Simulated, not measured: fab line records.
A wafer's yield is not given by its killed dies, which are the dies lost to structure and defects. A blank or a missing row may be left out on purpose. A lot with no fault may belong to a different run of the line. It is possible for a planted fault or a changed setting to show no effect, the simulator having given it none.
fab line records | flow n5Finfet | part 2 of 2: steps 22 to 33 of 33
record lots=5 wafers=15 lastDay=17
route steps=1938 shown BEOL_M14@1751 BEOL_M15@1773
lots untouched by any fault: they come from a run of this same line in which no faults occurred
startH: hours from the record's opening day to when the first of the lot's shown wafers began | waitH: time in hours since the lot's previous step | " as in the row above | L1.1+2: a row that stands for several wafers | - value missing, or start not given | * or withheld: withheld | < > ~ a bound
route shown NAME@n: names a module that has steps shown in the file, with the first one's number in the route | usual: mean/standard deviation of fault-free wafers | same: alike in all rows | chamber/n: place in a boat | sites: readings site by site | _std_site: the standard deviation of these | _edge_site: inner sites' mean taken away from outer sites' mean | radiusMm: how far each site lies from the wafer's centre | mask NAME#n: copy n | behind: the last tool/chamber to shape the wafer | hold: why the lot was held/for how many hours/how that ended | device: the transistor (n, p or np) that didn't switch | end of line: tests of these same wafers at the route's end | for a step that has no rows: nothing shown but its recipe | killed: dies that structure and defects cost at the first sort, which is not the same as the wafer's yield | map: dies across one wafer; x = killed, . = not, _ = none there
set.NAME: the setting as run; set.NAME@STEP: as run at that earlier step | model.NAME: the simulator's own value behind a step, which no gauge read
lots at selected steps of the route; one table per step, one row per wafer
services: from which hour (startH, from the record's first day; less than 0 if before it) a tool's chamber was out of use, for how many hours, and why
## steps
# step N5_BEOL_M14_INSPECT_55
# recipe inspectInstrument=darkfield mode=postDep
# usual rawDefectCount=73/26
# columns lot.wafer tool chamber startH waitH rawDefectCount
L074.1 defectInspect-01 - 247.64 0.0 80
L074.4 " - " " 105
L074.5 " - " " 58
L082.1 defectInspect-01 - 294.04 0.0 105
L082.3 " - " " 67
L082.5 " - " " 64
L081.2 defectInspect-01 - 296.62 0.0 121
L081.4 " - " " 59
L081.6 " - " " 83
L089.3 defectInspect-01 - 342.55 0.0 91
L089.5 " - " " 71
L089.6 " - " " 58
L095.2 defectInspect-01 - 385.06 0.0 34
L095.5 " - " " 41
L095.6 " - " " 64
# step N5_BEOL_M15_ILD_DEP_00
# recipe material=SiO2 targetThkA=16293 tempC=400 precursor=TEOS/O2 pressureTorr=6.5 rfW=900 teosFlowSccm=161.4 gas=O2 flowSccm=2650 timeS=346.1
# usual heaterPowerW=552/110 rfFwdPowerW=897.7/2.9 showerheadPlenumPTorr=8.35/0.034 throttleValvePct=18.3/0.68
# columns lot.wafer tool chamber startH waitH heaterPowerW rfFwdPowerW showerheadPlenumPTorr throttleValvePct
L074.1 pecvd-02 1 247.68 0.0 516 899.0 8.37 19.6
L074.4 " 0 " " 496 897.3 8.36 18.0
L074.5 " 2 " " 451 897.5 8.43 17.4
L082.1 pecvd-03 1 294.08 0.0 450 894.8 8.31 18.5
L082.3 " 2 " " 766 896.2 8.33 18.7
L082.5 " 2 " " 608 895.1 8.35 18.3
L081.2 pecvd-03 0 296.66 0.0 731 898.6 8.32 18.3
L081.4 " 2 " " 581 890.8 8.36 18.6
L081.6 " 1 " " 463 898.1 8.33 18.4
L089.3 pecvd-03 0 342.59 0.0 741 895.0 8.30 18.7
L089.5 " 2 " " 717 898.2 8.34 18.7
L089.6 " 1 " " 575 893.6 8.34 18.4
L095.2 pecvd-04 0 385.10 0.0 392 896.9 8.35 18.8
L095.5 " 0 " " 476 900.1 8.36 18.9
L095.6 " 1 " " 448 899.5 8.35 18.0
# step N5_BEOL_M15_THK_MEAS_01
# recipe reads=SiO2_of_BEOL_M15_ILD_DEP_00
# usual M15_ILD_THK=1623/24
# columns lot.wafer tool chamber startH waitH M15_ILD_THK[nm]
L074.1 filmMetro-01 - 247.93 0.1 1605
L074.4 " - " " 1635
L074.5 " - " " 1634
L082.1 filmMetro-01 - 294.33 0.1 1606
L082.3 " - " " 1606
L082.5 " - " " 1635
L081.2 filmMetro-02 - 296.91 0.1 1595
L081.4 " - " " 1603
L081.6 " - " " 1611
L089.3 filmMetro-01 - 342.84 0.1 1600
L089.5 " - " " 1641
L089.6 " - " " 1638
L095.2 filmMetro-02 - 385.35 0.1 1627
L095.5 " - " " 1641
L095.6 " - " " 1701
# step N5_BEOL_M15_COAT_58
# recipe resist=BARC tempC=205 timeS=60 spinRpm=1500 resistThkNm=89
# usual heaterPowerTotalW=391.7/1.2
# columns lot.wafer tool chamber startH waitH heaterPowerTotalW
L074.1 lithoTrack-01 0 247.96 0.0 390.6
L074.4 " 0 " " 392.9
L074.5 " 0 " " 390.3
L082.1 lithoTrack-01 0 294.36 0.0 389.6
L082.3 " 0 " " 393.0
L082.5 " 0 " " 391.0
L081.2 lithoTrack-01 0 296.94 0.0 393.9
L081.4 " 0 " " 393.5
L081.6 " 0 " " 389.5
L089.3 lithoTrack-01 0 342.87 0.0 394.1
L089.5 " 0 " " 391.6
L089.6 " 0 " " 389.9
L095.2 lithoTrack-02 0 385.38 0.0 391.3
L095.5 " 0 " " 390.8
L095.6 " 0 " " 391.3
# step N5_BEOL_M15_COAT_04
# recipe spinRpm=1704 resistThkNm=800
# columns lot.wafer tool chamber startH waitH
L074.1+4+5 lithoTrack-01 0 - -
L082.1+3+5 lithoTrack-01 0 - -
L081.2+4+6 lithoTrack-01 0 - -
L089.3+5+6 lithoTrack-01 0 - -
L095.2+5+6 lithoTrack-02 0 - -
# step N5_BEOL_M15_EBR_06
# recipe solvent=PGMEA ebrWidthMm=1.5
# columns lot.wafer tool chamber startH waitH
L074.1+4+5 lithoTrack-01 0 - -
L082.1+3+5 lithoTrack-01 0 - -
L081.2+4+6 lithoTrack-01 0 - -
L089.3+5+6 lithoTrack-01 0 - -
L095.2+5+6 lithoTrack-02 0 - -
# step N5_BEOL_M15_SOFTBAKE_05
# recipe tempC=130 timeS=60
# usual heaterPowerTotalW=218.6/1.6
# columns lot.wafer tool chamber startH waitH heaterPowerTotalW
L074.1 lithoTrack-01 0 - - 219.3
L074.4 " 0 " " 218.3
L074.5 " 0 " " 219.6
L082.1 lithoTrack-01 0 - - 219.7
L082.3 " 0 " " 220.6
L082.5 " 0 " " 220.6
L081.2 lithoTrack-01 0 - - 217.0
L081.4 " 0 " " 216.4
L081.6 " 0 " " 219.0
L089.3 lithoTrack-01 0 - - 219.4
L089.5 " 0 " " 216.7
L089.6 " 0 " " 217.4
L095.2 lithoTrack-02 0 - - 216.4
L095.5 " 0 " " 217.2
L095.6 " 0 " " 217.5
# step N5_BEOL_M15_EXPOSE_07
# recipe maskId=V14 na=0.8 sourceShape=annular sigmaInner=0.5 sigmaOuter=0.8 polarization=unpolarized attpsmPhaseDeg=180 doseMj=41.25
# same na=0.8
# columns lot.wafer tool chamber startH waitH mask
L074.1+4+5 krfScanner-02 0 248.19 - V14#0
L082.1+3+5 krfScanner-02 0 294.46 - V14#0
L081.2+4+6 krfScanner-01 0 297.17 - V14#0
L089.3+5+6 krfScanner-02 0 342.98 - V14#0
L095.2+5+6 krfScanner-01 0 385.61 - V14#0
# step N5_BEOL_M15_PEB_08
# recipe pebTempC=130 pebTimeS=90
# usual heaterPowerTotalW=172.4/0.83
# columns lot.wafer tool chamber startH waitH heaterPowerTotalW
L074.1 lithoTrack-04 0 248.24 0.1 172.4
L074.4 " 0 " " 171.6
L074.5 " 0 " " 173.1
L082.1 lithoTrack-02 0 294.51 0.1 172.9
L082.3 " 0 " " 171.6
L082.5 " 0 " " 172.5
L081.2 lithoTrack-01 0 297.22 0.0 172.8
L081.4 " 0 " " 172.3
L081.6 " 0 " " 172.9
L089.3 lithoTrack-02 0 343.03 0.0 172.3
L089.5 " 0 " " 173.4
L089.6 " 0 " " 173.0
L095.2 lithoTrack-02 0 385.66 0.0 172.8
L095.5 " 0 " " 170.8
L095.6 " 0 " " 171.9
# step N5_BEOL_M15_DEVELOP_09
# recipe developTimeS=45 rinseLiquid=diw dry=airSpin devTempC=21
# columns lot.wafer tool chamber startH waitH
L074.1+4+5 lithoTrack-04 0 - -
L082.1+3+5 lithoTrack-02 0 - -
L081.2+4+6 lithoTrack-01 0 - -
L089.3+5+6 lithoTrack-02 0 - -
L095.2+5+6 lithoTrack-02 0 - -
# step N5_BEOL_M15_HARDBAKE_14
# recipe tempC=130 timeS=120
# usual heaterPowerTotalW=148.1/0.93
# columns lot.wafer tool chamber startH waitH heaterPowerTotalW
L074.1 lithoTrack-04 0 - - 149.2
L074.4 " 0 " " 149.2
L074.5 " 0 " " 148.4
L082.1 lithoTrack-02 0 - - 148.9
L082.3 " 0 " " 147.9
L082.5 " 0 " " 147.4
L081.2 lithoTrack-01 0 - - 149.3
L081.4 " 0 " " 148.6
L081.6 " 0 " " 149.2
L089.3 lithoTrack-02 0 - - 148.2
L089.5 " 0 " " 146.7
L089.6 " 0 " " 148.7
L095.2 lithoTrack-02 0 - - 147.4
L095.5 " 0 " " 146.4
L095.6 " 0 " " 149.2
# step N5_BEOL_M15_CD_MEAS_10
# recipe targetCdNm=360 landingEnergyEv=500 detector=seInlens polarity=opening
# usual cdNm=360.4/1.6
# columns lot.wafer tool chamber startH waitH cdNm
L074.1 cdSem-02 0 248.36 - 360.0
L074.4 " 0 " " 357.7
L074.5 " 0 " " 360.4
L082.1 cdSem-01 0 294.63 - 357.8
L082.3 " 0 " " 358.3
L082.5 " 0 " " 358.8
L081.2 cdSem-01 0 297.34 - 361.0
L081.4 " 0 " " 363.3
L081.6 " 0 " " 360.5
L089.3 cdSem-02 0 343.15 - 357.1
L089.5 " 0 " " 357.1
L089.6 " 0 " " 360.0
L095.2 cdSem-02 0 385.78 - 360.2
L095.5 " 0 " " 360.0
L095.6 " 0 " " 357.9
## services
# columns tool chamber startH hours kind
rieDiel-03 - 221.21 0.3 repair
cmp-04 - 223.57 4.0 pm
krfScanner-01 - 223.78 1.0 pm
ecdCu-02 - 228.96 1.5 repair
pecvd-03 - 230.62 5.5 pm
krfScanner-01 - 231.21 3.6 pm
pecvd-02 1 235.00 3.7 repair
krfScanner-02 - 235.68 0.4 repair
cmp-02 - 240.06 4.0 pm
krfScanner-01 - 245.96 0.8 pm
cmp-04 - 247.54 5.0 repair
krfScanner-01 - 250.13 0.3 repair
krfScanner-02 - 257.50 1.3 repair
krfScanner-02 - 264.73 1.3 pm
rieDiel-03 1 267.61 8.5 repair
krfScanner-02 - 267.65 1.0 pm
rieDiel-01 - 282.13 15.6 pm
rieDiel-03 0 288.61 3.7 repair
pvdSputter-01 - 310.44 9.1 repair
pvdSputter-03 - 336.33 4.2 repair
krfScanner-02 - 347.03 0.8 pm
pecvd-01 2 347.36 12.4 repair
rieDiel-03 1 374.86 2.7 repair
krfScanner-02 - 379.43 3.6 pm
